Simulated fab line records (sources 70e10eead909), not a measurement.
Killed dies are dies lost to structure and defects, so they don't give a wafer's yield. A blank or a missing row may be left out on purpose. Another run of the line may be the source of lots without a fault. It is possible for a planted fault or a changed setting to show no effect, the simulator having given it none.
Chamber matching | flow nand harc | 4 sister chambers for NHARC_P_M2_CMP_23 on cmp-01
The step polishes, t overpolish 20 s, target thk 144.3 nm. 18 wafers are shown with their chamber, then 9 later ones without.

WAFERS PAIRED WITH THEIR CHAMBERS
wafer  | chamber | motor current A (A) | time to endpoint s (s)
L077.4 | 0       | 11.4                | 25.7
L077.5 | 1       | 13.3                | 28.2
L077.6 | 2       | 12.9                | 28.6
L076.1 | 1       | 13.0                | 31.5
L076.4 | 2       | 12.7                | 28.2
L076.6 | 3       | 13.5                | 27.5
L080.3 | 2       | 12.2                | 27.1
L080.4 | 1       | 14.6                | 32.1
L080.6 | 0       | 10.8                | 26.3
L079.3 | 1       | 13.1                | 29.3
L079.4 | 0       | 10.8                | 24.9
L079.5 | 2       | 12.8                | 28.7
L088.2 | 3       | 13.7                | 28.7
L088.4 | 1       | 13.4                | 32.6
L088.5 | 2       | 12.7                | 29.4
L089.1 | 1       | 13.6                | 32.3
L089.4 | 2       | 12.5                | 28.6
L089.5 | 1       | 13.8                | 30.6

SIGNATURES (averages over the wafers above)
reading            | chamber 0 | chamber 1 | chamber 2 | chamber 3 | scatter within a chamber
motor current A    | 11.000    | 13.543    | 12.633    | 13.600    | 0.408
time to endpoint s | 25.633    | 30.943    | 28.433    | 28.100    | 1.23
Rule: for each reading, subtract the chamber's mean from the wafer's reading, divide by that reading's scatter and square the result; add these up over the readings and take the root, which gives the wafer's distance from the chamber. If the next closest chamber is less than 2 further off than the closest, the wafer can't be placed; otherwise it belongs to the closest. The scatter: take each reading less its chamber's mean, square it, sum over the shown wafers, divide by the number of wafers less the number of chambers, and take the root.

WAFERS WITHOUT THEIR CHAMBER
wafer  | motor current A (A) | time to endpoint s (s)
L090.1 | 10.8                | 27.1
L090.2 | 13.2                | 28.9
L090.5 | 12.8                | 28.4
L093.3 | 13.5                | 31.5
L093.5 | 13.0                | 34.4
L093.6 | 11.0                | 25.1
L092.3 | 13.2                | 29.2
L092.4 | 12.8                | 27.7
L092.6 | 12.7                | 28.8

WHICH CHAMBER EACH ONE RAN IN
wafer  | from the rows above          | in truth
L090.1 | 0                            | 0
L090.2 | can't be placed: 3 or 2 or 1 | 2
L090.5 | can't be placed: 2 or 3      | 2
L093.3 | 1                            | 1
L093.5 | can't be placed: 1 or 2      | 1
L093.6 | 0                            | 0
L092.3 | can't be placed: 3 or 2 or 1 | 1
L092.4 | can't be placed: 2 or 3      | 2
L092.6 | can't be placed: 2 or 3      | 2
Correct placement for 3 of the 9. Cannot be placed on the basis of these rows: 6; the candidates contain the true chamber in 6. 0 placed wrongly.
